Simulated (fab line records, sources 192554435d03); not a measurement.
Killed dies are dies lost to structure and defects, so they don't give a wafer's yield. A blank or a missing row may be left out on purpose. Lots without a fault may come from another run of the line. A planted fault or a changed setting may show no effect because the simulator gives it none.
fab line records | flow n5_finfet | part 2 of 2: steps 22 to 34 of 34
record lots=5 wafers=15 last_day=18
route steps=1938 shown MOL_CONTACT_COAG@537
lots that met no fault: from a run of the same line without faults
start_h: hours from the record's first day to the start of the lot's first wafer shown | wait_h: hours since the lot's step before | " the same as in the row above | L1.1+2: a row that stands for several wafers | - no value, or no start given | * or withheld: withheld | < > ~ a bound
route shown NAME@n: a module of which the file shows steps, and the number in the route of the first | usual: mean/standard deviation of fault-free wafers | same: alike in all rows | chamber/n: place in a boat | sites: the reading at each site | _std_site: their standard deviation | _edge_site: outer sites' mean less inner sites' | radius_mm: how far each site lies from the wafer's centre | mask NAME#n: copy n | behind: the tool/chamber that last shaped the wafer | hold: why the lot was held/for how many hours/how that ended | device: the transistor (n, p or np) that didn't switch | end of line: the same wafers' tests at the end of the route | a step without rows: its recipe alone | killed: dies lost to structure and defects at the first sort, not the wafer's yield | map: a wafer's dies, x killed, . not, _ none there
set.NAME: the setting as run; set.NAME@STEP: as run at that earlier step | model.NAME: the simulator's own value behind a step, which no gauge read
lots at some steps of the route; a table a step, a row a wafer
services: from which hour (start_h, from the record's first day; less than 0 if before it) a tool's chamber was out of use, for how many hours, and why
## steps
# step N5_MOL_CONTACT_COAG_CMP_28
# recipe stop_on=SiNx t_overpolish_s=0.85 post_cmp_clean=alkaline_brush down_force_psi=4.15 platen_rpm=51.8 pad_velocity_m_s=1.0307 target_thk_nm=14.522
# usual motor_current_A=12.7/0.97 time_to_endpoint_s=3.7/2.4
# columns lot.wafer tool chamber start_h wait_h motor_current_A time_to_endpoint_s
L078.1 cmp-04 1 126.98 0.8 12.1 8.4
L078.2 " 0 " " 13.3 5.9
L078.6 " 2 " " 13.9 4.9
L086.4 cmp-02 0 175.76 0.8 13.6 5.5
L086.2 " 1 " " 11.1 4.5
L086.5 " 0 " " 13.4 5.2
L092.2 cmp-01 0 204.87 0.8 13.5 1.4
L092.1 " 1 " " 11.9 2.8
L092.5 " 1 " " 11.6 2.3
L093.3 cmp-01 2 209.62 0.9 11.1 5.5
L093.5 " 0 " " 12.8 5.1
L093.6 " 1 " " 12.0 6.1
L097.3 cmp-01 2 241.82 0.8 10.8 6.7
L097.1 " 0 " " 12.6 4.9
L097.6 " 3 " " 13.3 6.3
# step N5_MOL_CONTACT_COAG_THK_MEAS_29
# recipe reads=SiNx_of_GATE_CUT_PECVD_57+SiNx_of_GATE_CUT_SAC_CAP_01
# usual MD_CAP_THK=17.90/0.089
# columns lot.wafer tool chamber start_h wait_h MD_CAP_THK[nm]
L078.1 film_metro-01 - 127.27 - 17.87
L078.2 " - " " 17.70
L078.6 " - " " 17.76
L086.2 film_metro-01 - 176.02 - 17.94
L086.4 " - " " 17.76
L086.5 " - " " 17.91
L092.1 film_metro-01 - 205.17 - 17.83
L092.2 " - " " 17.88
L092.5 " - " " 17.86
L093.3 film_metro-02 - 209.84 - 17.95
L093.5 " - " " 18.02
L093.6 " - " " 17.90
L097.1 film_metro-02 - 242.12 - 17.83
L097.3 " - " " 17.86
L097.6 " - " " 17.86
# step N5_MOL_CONTACT_COAG_ALD_123
# recipe material=SiNx target_thk_a=50 temp_c=400 ald_precursor_family=SiH2I2 ald_co_reactant=N2/H2-plasma pulse_time_s=1 purge_time_s=2 co_reactant_purge_time_s=2 ald_cycles=100 pressure_torr=2
# usual heater_power_w=816/63 precursor_pulse_height_rel=0.998/0.019
# columns lot.wafer tool chamber start_h wait_h heater_power_w precursor_pulse_height_rel
L078.1 ald_sin-01 0 127.31 0.0 852 0.973
L078.2 " 1 " " 909 0.993
L078.6 " 3 " " 781 0.999
L086.2 ald_sin-02 3 176.17 0.1 900 0.995
L086.4 " 0 " " 948 1.009
L086.5 " 3 " " 912 0.997
L092.1 ald_sin-02 0 205.46 0.3 959 0.980
L092.2 " 3 " " 921 0.982
L092.5 " 2 " " 877 1.002
L093.3 ald_sin-01 3 210.12 0.3 780 1.027
L093.5 " 0 " " 818 1.002
L093.6 " 3 " " 780 0.982
L097.1 ald_sin-02 2 242.15 0.0 862 0.983
L097.3 " 0 " " 946 1.009
L097.6 " 2 " " 850 1.015
# step N5_MOL_CONTACT_COAG_PECVD_31
# recipe material=SiO2 target_thk_a=460 temp_c=400 precursor=TEOS/O2 pressure_torr=6.5 rf_w=withheld teos_flow_sccm=withheld gas=O2 flow_sccm=2650 time_s=8.9
# columns lot.wafer tool chamber start_h wait_h
L078.1+2+6 pecvd-01 0,1,0 127.81 0.3
L086.2+4+5 pecvd-04 0 176.67 0.3
L092.1+2+5 pecvd-01 1,0,1 205.97 0.3
L093.3+5+6 pecvd-04 1,0,1 210.63 0.3
L097.1+3+6 pecvd-01 2,0,1 242.66 0.3
# step N5_MOL_CONTACT_COAG_COAT_75
# recipe resist=SOC temp_c=250 time_s=60 spin_rpm=1500 resist_thk_nm=60
# usual dispense_pressure_kPa=47.5/3
# columns lot.wafer tool chamber start_h wait_h dispense_pressure_kPa
L078.1 litho_track-03 0 127.87 0.0 44.2
L078.2 " 0 " " 44.2
L078.6 " 0 " " 44.2
L086.2 litho_track-02 0 176.74 0.1 45.5
L086.4 " 0 " " 45.5
L086.5 " 0 " " 45.5
L092.1 litho_track-01 0 206.02 0.0 50.7
L092.2 " 0 " " 50.7
L092.5 " 0 " " 50.7
L093.3 litho_track-03 0 210.68 0.0 44.2
L093.5 " 0 " " 44.1
L093.6 " 0 " " 44.2
L097.1 litho_track-03 0 242.71 0.0 44.2
L097.3 " 0 " " 44.2
L097.6 " 0 " " 44.2
# step N5_MOL_CONTACT_COAG_COAT_76
# recipe resist=SiARC temp_c=220 time_s=60 spin_rpm=1500 resist_thk_nm=10
# usual dispense_pressure_kPa=47.5/3
# columns lot.wafer tool chamber start_h wait_h dispense_pressure_kPa
L078.1 litho_track-03 0 - - 44.2
L078.2 " 0 " " 44.3
L078.6 " 0 " " 44.2
L086.2 litho_track-02 0 - - 45.4
L086.4 " 0 " " 45.5
L086.5 " 0 " " 45.5
L092.1 litho_track-01 0 - - 50.7
L092.2 " 0 " " 50.7
L092.5 " 0 " " 50.7
L093.3 litho_track-03 0 - - 44.3
L093.5 " 0 " " 44.3
L093.6 " 0 " " 44.2
L097.1 litho_track-03 0 - - 44.2
L097.3 " 0 " " 44.2
L097.6 " 0 " " 44.3
# step N5_MOL_CONTACT_COAG_COAT_77
# recipe resist=underlayer temp_c=205 time_s=60 spin_rpm=1500 resist_thk_nm=10
# usual dispense_pressure_kPa=47/3
# columns lot.wafer tool chamber start_h wait_h dispense_pressure_kPa
L078.1 litho_track-03 0 - - 44
L078.2 " 0 " " 44
L078.6 " 0 " " 44
L086.2 litho_track-02 0 - - 45
L086.4 " 0 " " 45
L086.5 " 0 " " 45
L092.1 litho_track-01 0 - - 51
L092.2 " 0 " " 51
L092.5 " 0 " " 51
L093.3 litho_track-03 0 - - 44
L093.5 " 0 " " 44
L093.6 " 0 " " 44
L097.1 litho_track-03 0 - - 44
L097.3 " 0 " " 44
L097.6 " 0 " " 44
# step N5_MOL_CONTACT_COAG_COAT_78
# recipe resist=CAR-EUV spin_rpm=1500 resist_thk_nm=40
# usual dispense_pressure_kPa=48/3
# columns lot.wafer tool chamber start_h wait_h dispense_pressure_kPa
L078.1 litho_track-03 0 - - 44
L078.2 " 0 " " 44
L078.6 " 0 " " 44
L086.2 litho_track-02 0 - - 45
L086.4 " 0 " " 45
L086.5 " 0 " " 45
L092.1 litho_track-01 0 - - 51
L092.2 " 0 " " 51
L092.5 " 0 " " 51
L093.3 litho_track-03 0 - - 44
L093.5 " 0 " " 44
L093.6 " 0 " " 44
L097.1 litho_track-03 0 - - 44
L097.3 " 0 " " 44
L097.6 " 0 " " 44
# step N5_MOL_CONTACT_COAG_EBR_80
# recipe solvent=PGMEA ebr_width_mm=1.5
# same ebr_width_mm=1.5
# columns lot.wafer tool chamber start_h wait_h
L078.1+2+6 litho_track-03 0 - -
L086.2+4+5 litho_track-02 0 - -
L092.1+2+5 litho_track-01 0 - -
L093.3+5+6 litho_track-03 0 - -
L097.1+3+6 litho_track-03 0 - -
# step N5_MOL_CONTACT_COAG_SOFTBAKE_79
# recipe temp_c=110 time_s=60 resist=CAR-EUV
# columns lot.wafer tool chamber start_h wait_h
L078.1+2+6 litho_track-03 0 - -
L086.2+4+5 litho_track-02 0 - -
L092.1+2+5 litho_track-01 0 - -
L093.3+5+6 litho_track-03 0 - -
L097.1+3+6 litho_track-03 0 - -
# step N5_MOL_CONTACT_COAG_EXPOSE_81
# recipe mask_id=VG na=0.33 source_shape=annular sigma_inner=0.3 sigma_outer=0.7 polarization=unpolarized defocus_nm=0 dose_mj=59.5
# columns lot.wafer tool chamber start_h wait_h mask
L078.1+2+6 euv_scanner-01 0 128.01 - VG#0
L086.2+4+5 euv_scanner-01 0 176.89 - VG#0
L092.1+2+5 euv_scanner-01 0 206.28 - VG#0
L093.3+5+6 euv_scanner-02 0 210.96 - VG#0
L097.1+3+6 euv_scanner-01 0 242.85 - VG#0
# step N5_MOL_CONTACT_COAG_PEB_82
# recipe peb_temp_c=100 peb_time_s=60 resist=CAR-EUV
# columns lot.wafer tool chamber start_h wait_h
L078.1+2+6 litho_track-02 0 128.08 0.1
L086.2+4+5 litho_track-01 0 176.96 0.1
L092.1+2+5 litho_track-03 0 206.36 0.1
L093.3+5+6 litho_track-02 0 211.02 0.1
L097.1+3+6 litho_track-01 0 242.93 0.1
# step N5_MOL_CONTACT_COAG_DEVELOP_83
# recipe develop_time_s=30 developer=TMAH resist=CAR-EUV rinse_liquid=surfactant_rinse dry=air_spin dev_temp_c=23
# columns lot.wafer tool chamber start_h wait_h
L078.1+2+6 litho_track-02 0 - -
L086.2+4+5 litho_track-01 0 - -
L092.1+2+5 litho_track-03 0 - -
L093.3+5+6 litho_track-02 0 - -
L097.1+3+6 litho_track-01 0 - -
## services
# columns tool chamber start_h hours kind
rie_diel-01 3 100.79 8.7 repair
ald_sin-02 1 106.60 13.3 repair
implanter-02 - 107.91 2.7 repair
remote_plasma-02 - 114.21 1.0 repair
cmp-02 - 119.48 4.0 pm
euv_scanner-01 - 120.86 0.4 repair
euv_scanner-01 - 121.52 1.0 pm
pvd_sputter-02 - 134.88 1.1 repair
euv_scanner-01 - 135.57 3.6 repair
rie_diel-01 - 135.57 0.8 repair
euv_scanner-01 - 147.96 1.3 repair
cmp-01 - 148.29 4.8 pm
rie_diel-05 1 148.75 2.2 repair
rie_diel-05 0 152.80 25.5 repair
pecvd-01 - 158.13 4.3 repair
rie_diel-05 1 160.48 5.4 repair
cmp-01 - 172.77 16.3 pm
wet_bench-02 - 175.78 1.9 pm
euv_scanner-01 - 177.68 1.0 pm
euv_scanner-01 - 184.66 5.8 pm
cvd_co-01 0 196.13 2.6 repair
cvd_co-01 - 197.12 0.5 repair
cmp-01 - 223.51 9.1 repair
ald_sin-02 - 223.80 15.6 pm
